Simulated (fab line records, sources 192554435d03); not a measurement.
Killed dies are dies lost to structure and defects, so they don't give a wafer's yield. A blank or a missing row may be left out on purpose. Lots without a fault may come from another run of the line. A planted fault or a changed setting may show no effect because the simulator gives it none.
Which tool did it? | flow n5_finfet | 22 lots, 66 wafers sampled, at 4 steps of a route of 1938

WHAT THE GAUGES READ, wafer by wafer
N5_BEOL_M1_OVL_MEAS_29. Usual: V0_OVL -0.5 nm, standard deviation 0.63.
lot  | measured     | on         | V0_OVL (nm)    | flag
L074 | day 6 01:06  | overlay-02 | 0.3 0.4 0.3    |
L075 | day 6 09:59  | overlay-01 | 0.0 0.0 -0.1   |
L077 | day 6 20:15  | overlay-01 | -1.1 -1.2 -0.8 |
L078 | day 7 01:48  | overlay-01 | -1.5 0.3 -1.1  |
L079 | day 7 12:22  | overlay-01 | -0.5 -0.1 -1.0 |
L080 | day 7 13:32  | overlay-01 | -0.6 -0.7 -0.6 |
L082 | day 8 02:35  | overlay-01 | -0.1 -0.4 0.3  |
L083 | day 8 13:04  | overlay-01 | -0.7 -1.3 -0.4 |
L084 | day 8 17:43  | overlay-02 | 0.7 -0.3 -0.1  |
L085 | day 8 19:45  | overlay-02 | -1.0 -0.6 -0.7 |
L086 | day 9 05:40  | overlay-02 | 0.6 -0.7 -0.4  |
L087 | day 9 07:53  | overlay-01 | 0.1 0.1 -0.5   |
L088 | day 9 16:11  | overlay-02 | -1.0 -0.7 -1.6 |
L089 | day 9 21:29  | overlay-02 | -0.4 0.7 1.0   |
L090 | day 10 15:25 | overlay-01 | 0.1 -0.2 0.4   |
L091 | day 10 15:59 | overlay-02 | -0.8 -1.2 -1.2 |
L092 | day 11 00:57 | overlay-01 | -1.0 -0.4 -0.5 |
L093 | day 11 02:32 | overlay-01 | -0.8 -0.9 -1.4 |
L094 | day 11 08:59 | overlay-02 | -1.3 -0.9 -1.0 |
L095 | day 11 09:23 | overlay-01 | -0.8 0.1 0.1   |
L096 | day 11 23:47 | overlay-02 | -0.2 -0.9 -1.2 |
L097 | day 12 11:02 | overlay-01 | 0.6 0.0 -0.2   |

WHICH TOOL RAN EACH LOT (tool, then ch and the chambers of the sampled wafers, then the start)
lot  | N5_BEOL_M0_CO_CAP_123            | N5_BEOL_M1_ETCH_74                 | N5_BEOL_M1_ETCH_63
L074 | cvd_co-01 ch 1,2, day 5 23:22    | rie_diel-04 ch 1,3, day 6 00:21    | rie_diel-04 ch 1,3, day 6 00:22
L075 | cvd_co-02 ch 0,2, day 6 08:03    | rie_diel-01 ch 1,2,3, day 6 09:04  | rie_diel-01 ch 1,2,3, day 6 09:05
L077 | cvd_co-01 ch 0,1,2, day 6 17:03  | rie_diel-04 ch 1,2, day 6 18:47    | rie_diel-04 ch 1,2, day 6 18:47
L078 | cvd_co-01 ch 0,1,2, day 6 23:32  | rie_diel-01 ch 0,1, day 7 00:56    | rie_diel-01 ch 0,1, day 7 00:57
L079 | cvd_co-01 ch 1,2, day 7 08:55    | rie_diel-04 ch 2,3, day 7 11:34    | rie_diel-04 ch 2,3, day 7 11:34
L080 | cvd_co-01 ch 0,1,2, day 7 11:34  | rie_diel-02 ch 0,1,3, day 7 12:40  | rie_diel-02 ch 0,1,3, day 7 12:41
L082 | cvd_co-01 ch 1,2, day 7 23:32    | rie_diel-04 ch 0,2,3, day 8 01:49  | rie_diel-04 ch 0,2,3, day 8 01:49
L083 | cvd_co-01 ch 1,2, day 8 09:42    | rie_diel-01 ch 0,1, day 8 12:16    | rie_diel-01 ch 0,1, day 8 12:17
L084 | cvd_co-01 ch 1,2, day 8 14:29    | rie_diel-04 ch 0,2, day 8 16:51    | rie_diel-04 ch 0,2, day 8 16:52
L085 | cvd_co-01 ch 1,2, day 8 17:28    | rie_diel-02 ch 0,3, day 8 18:54    | rie_diel-02 ch 0,3, day 8 18:55
L086 | cvd_co-02 ch 1,2, day 9 03:35    | rie_diel-02 ch 0,3, day 9 04:49    | rie_diel-02 ch 0,3, day 9 04:50
L087 | cvd_co-01 ch 0,1, day 9 05:57    | rie_diel-02 ch 1,2, day 9 07:01    | rie_diel-02 ch 1,2, day 9 07:02
L088 | cvd_co-02 ch 0,1, day 9 11:13    | rie_diel-04 ch 1,3, day 9 15:16    | rie_diel-04 ch 1,3, day 9 15:17
L089 | cvd_co-02 ch 0,1,2, day 9 17:43  | rie_diel-01 ch 0,2, day 9 20:42    | rie_diel-01 ch 0,2, day 9 20:43
L090 | cvd_co-02 ch 0,2, day 10 10:38   | rie_diel-04 ch 0,3, day 10 14:32   | rie_diel-04 ch 0,3, day 10 14:34
L091 | cvd_co-02 ch 0,1,2, day 10 13:40 | rie_diel-02 ch 2,3, day 10 15:15   | rie_diel-02 ch 2,3, day 10 15:16
L092 | cvd_co-01 ch 1,2, day 10 20:54   | rie_diel-02 ch 2,3, day 11 00:04   | rie_diel-02 ch 2,3, day 11 00:05
L093 | cvd_co-02 ch 0,1, day 10 23:23   | rie_diel-02 ch 0,1,3, day 11 01:44 | rie_diel-02 ch 0,1,3, day 11 01:44
L094 | cvd_co-01 ch 0,1,2, day 11 05:29 | rie_diel-01 ch 1,2,3, day 11 08:14 | rie_diel-01 ch 1,2,3, day 11 08:16
L095 | cvd_co-01 ch 0,1,2, day 11 06:35 | rie_diel-04 ch 0,2,3, day 11 08:38 | rie_diel-04 ch 0,2,3, day 11 08:39
L096 | cvd_co-01 ch 2, day 11 21:25     | rie_diel-04 ch 0,1,2, day 11 23:03 | rie_diel-04 ch 0,1,2, day 11 23:04
L097 | cvd_co-01 ch 0,1, day 12 07:41   | rie_diel-02 ch 2,3, day 12 10:17   | rie_diel-02 ch 2,3, day 12 10:19
- N5_BEOL_M0_CO_CAP_123: material Co, precursor CCTBA/H2, target thk 2 nm, time 102.1 s.
- N5_BEOL_M1_ETCH_74: etches underlayer in N2/H2, target depth 6.5 nm, time 5.2 s.
- N5_BEOL_M1_ETCH_63: etches SiARC in CF4, target depth 15.6 nm, time 26 s.

WHAT THE TOOLS THEMSELVES READ (means of the sampled wafers that have a number; where no wafer has one, the mark that the record gives instead)
N5_BEOL_M0_CO_CAP_123. Usual: heater_power_w 238 W, standard deviation 23; susceptor_temp_C 199.98 C, standard deviation 0.16.
lot  | tool      | heater_power_w (W) | susceptor_temp_C (C) | flag
L074 | cvd_co-01 | 225                | 200.00               |
L075 | cvd_co-02 | 271                | 199.84               |
L077 | cvd_co-01 | 226                | 199.94               |
L078 | cvd_co-01 | 229                | 199.95               |
L079 | cvd_co-01 | 225                | 200.01               |
L080 | cvd_co-01 | 227                | 200.14               |
L082 | cvd_co-01 | 229                | 199.74               |
L083 | cvd_co-01 | 228                | 199.94               |
L084 | cvd_co-01 | 226                | 199.88               |
L085 | cvd_co-01 | 231                | 200.05               |
L086 | cvd_co-02 | 242                | 200.12               |
L087 | cvd_co-01 | 240                | 200.11               |
L088 | cvd_co-02 | 272                | 199.92               |
L089 | cvd_co-02 | 259                | 200.01               |
L090 | cvd_co-02 | 277                | 200.09               |
L091 | cvd_co-02 | 258                | 199.90               |
L092 | cvd_co-01 | 229                | 200.01               |
L093 | cvd_co-02 | 260                | 200.02               |
L094 | cvd_co-01 | 230                | 199.84               |
L095 | cvd_co-01 | 227                | 199.99               |
L096 | cvd_co-01 | 214                | 199.99               |
L097 | cvd_co-01 | 240                | 200.11               |

N5_BEOL_M1_ETCH_74. Usual: drypump_motor_current_A 5.4 A, standard deviation 0.45; etch_rf_on_time_s 5.22 s, standard deviation 0.088; oes_product_au 0.64 a.u., standard deviation 0.057; rf_vpp_V 525.0 V, standard deviation 2.5; showerhead_plenum_p_Torr 2.59 Torr, standard deviation 0.083; throttle_valve_pct 17.90 %, standard deviation 0.24.
lot  | tool        | drypump_motor_current_A (A) | etch_rf_on_time_s (s) | oes_product_au (a.u.) | rf_vpp_V (V) | showerhead_plenum_p_Torr (Torr) | throttle_valve_pct (%) | flag
L074 | rie_diel-04 | 5.9                         | 5.18                  | 0.62                  | 521.2        | 2.46                            | 17.80                  |
L075 | rie_diel-01 | 5.1                         | 5.26                  | 0.63                  | 525.9        | 2.61                            | 17.92                  |
L077 | rie_diel-04 | 5.9                         | 5.29                  | 0.60                  | 521.8        | 2.45                            | 17.89                  |
L078 | rie_diel-01 | 5.6                         | 5.17                  | 0.64                  | 526.7        | 2.65                            | 17.85                  |
L079 | rie_diel-04 | 5.5                         | 5.31                  | 0.63                  | 522.4        | 2.54                            | 17.85                  |
L080 | rie_diel-02 | 5.2                         | 5.25                  | 0.64                  | 525.7        | 2.66                            | 17.73                  |
L082 | rie_diel-04 | 5.7                         | 5.25                  | 0.63                  | 525.7        | 2.56                            | 17.95                  |
L083 | rie_diel-01 | 5.7                         | 5.29                  | 0.61                  | 527.8        | 2.63                            | 18.05                  |
L084 | rie_diel-04 | 5.9                         | 5.36                  | 0.59                  | 526.1        | 2.58                            | 18.13                  |
L085 | rie_diel-02 | 5.3                         | 5.17                  | 0.66                  | 525.9        | 2.67                            | 17.71                  |
L086 | rie_diel-02 | 5.3                         | 5.20                  | 0.66                  | 526.8        | 2.66                            | 17.72                  |
L087 | rie_diel-02 | 5.0                         | 5.22                  | 0.66                  | 527.3        | 2.66                            | 17.91                  |
L088 | rie_diel-04 | 5.9                         | 5.15                  | 0.60                  | 521.4        | 2.45                            | 17.86                  |
L089 | rie_diel-01 | 5.3                         | 5.13                  | 0.64                  | 525.7        | 2.61                            | 17.80                  |
L090 | rie_diel-04 | 5.9                         | 5.18                  | 0.76                  | 523.9        | 2.58                            | 17.79                  |
L091 | rie_diel-02 | 5.1                         | 5.07                  | 0.70                  | 525.5        | 2.68                            | 18.14                  |
L092 | rie_diel-02 | 5.3                         | 5.21                  | 0.68                  | 528.0        | 2.68                            | 17.86                  |
L093 | rie_diel-02 | 5.2                         | 5.24                  | 0.62                  | 526.3        | 2.65                            | 17.77                  |
L094 | rie_diel-01 | 5.2                         | 5.33                  | 0.61                  | 525.4        | 2.59                            | 18.00                  |
L095 | rie_diel-04 | 5.8                         | 5.19                  | 0.68                  | 523.4        | 2.55                            | 17.86                  |
L096 | rie_diel-04 | 5.9                         | 5.17                  | 0.74                  | 525.1        | 2.61                            | 17.79                  |
L097 | rie_diel-02 | 5.0                         | 5.08                  | 0.69                  | 527.1        | 2.68                            | 18.15                  |

N5_BEOL_M1_ETCH_63. Usual: drypump_motor_current_A 5.4 A, standard deviation 0.45; etch_rf_on_time_s 26.2 s, standard deviation 0.44; oes_product_au 0.64 a.u., standard deviation 0.058; rf_vpp_V 184.6 V, standard deviation 1.1; showerhead_plenum_p_Torr 2.18 Torr, standard deviation 0.065; throttle_valve_pct 15.65 %, standard deviation 0.2.
lot  | tool        | drypump_motor_current_A (A) | etch_rf_on_time_s (s) | oes_product_au (a.u.) | rf_vpp_V (V) | showerhead_plenum_p_Torr (Torr) | throttle_valve_pct (%) | flag
L074 | rie_diel-04 | 5.9                         | 26.1                  | 0.62                  | 182.7        | 2.08                            | 15.63                  |
L075 | rie_diel-01 | 5.2                         | 25.9                  | 0.64                  | 185.2        | 2.20                            | 15.71                  |
L077 | rie_diel-04 | 5.9                         | 26.5                  | 0.59                  | 182.8        | 2.07                            | 15.72                  |
L078 | rie_diel-01 | 5.6                         | 26.1                  | 0.64                  | 185.4        | 2.23                            | 15.59                  |
L079 | rie_diel-04 | 5.5                         | 26.3                  | 0.63                  | 183.3        | 2.14                            | 15.63                  |
L080 | rie_diel-02 | 5.2                         | 26.3                  | 0.65                  | 184.8        | 2.23                            | 15.49                  |
L082 | rie_diel-04 | 5.7                         | 26.3                  | 0.63                  | 183.8        | 2.16                            | 15.70                  |
L083 | rie_diel-01 | 5.7                         | 26.3                  | 0.61                  | 185.1        | 2.21                            | 15.78                  |
L084 | rie_diel-04 | 5.9                         | 26.6                  | 0.59                  | 184.0        | 2.17                            | 15.88                  |
L085 | rie_diel-02 | 5.3                         | 26.5                  | 0.65                  | 185.1        | 2.24                            | 15.50                  |
L086 | rie_diel-02 | 5.4                         | 26.2                  | 0.66                  | 185.2        | 2.23                            | 15.49                  |
L087 | rie_diel-02 | 5.0                         | 25.7                  | 0.67                  | 185.7        | 2.24                            | 15.60                  |
L088 | rie_diel-04 | 5.9                         | 26.1                  | 0.60                  | 183.4        | 2.07                            | 15.67                  |
L089 | rie_diel-01 | 5.3                         | 25.6                  | 0.64                  | 184.3        | 2.20                            | 15.57                  |
L090 | rie_diel-04 | 6.0                         | 26.1                  | 0.76                  | 184.0        | 2.17                            | 15.48                  |
L091 | rie_diel-02 | 5.0                         | 26.1                  | 0.69                  | 185.8        | 2.25                            | 15.77                  |
L092 | rie_diel-02 | 5.3                         | 25.8                  | 0.69                  | 185.2        | 2.25                            | 15.59                  |
L093 | rie_diel-02 | 5.2                         | 26.2                  | 0.63                  | 185.2        | 2.23                            | 15.53                  |
L094 | rie_diel-01 | 5.1                         | 26.4                  | 0.61                  | 184.4        | 2.19                            | 15.77                  |
L095 | rie_diel-04 | 5.7                         | 26.2                  | 0.68                  | 183.7        | 2.15                            | 15.59                  |
L096 | rie_diel-04 | 5.9                         | 26.1                  | 0.75                  | 184.8        | 2.19                            | 15.53                  |
L097 | rie_diel-02 | 5.1                         | 25.8                  | 0.69                  | 185.9        | 2.24                            | 15.79                  |

THE ANSWER, worked out from the rows above alone
Rule: a lot is off if the mean of its wafers that have a number lies more than 3 standard deviations from the usual mean. A lot without any number at a reading at which 4 lots or more have one is off too. The other lots that the step has rows for count as sound. The gauges are gone through in route order, then the tools' own readings, and for those a lot's mean is taken as printed above. The first step at which some lot is off is used, and at that step the reading that is off furthest; a lot without a number counts as furthest.
No lot is off at any reading shown: from this, nothing can be told.

WHAT THE SIMULATOR HAD PUT IN
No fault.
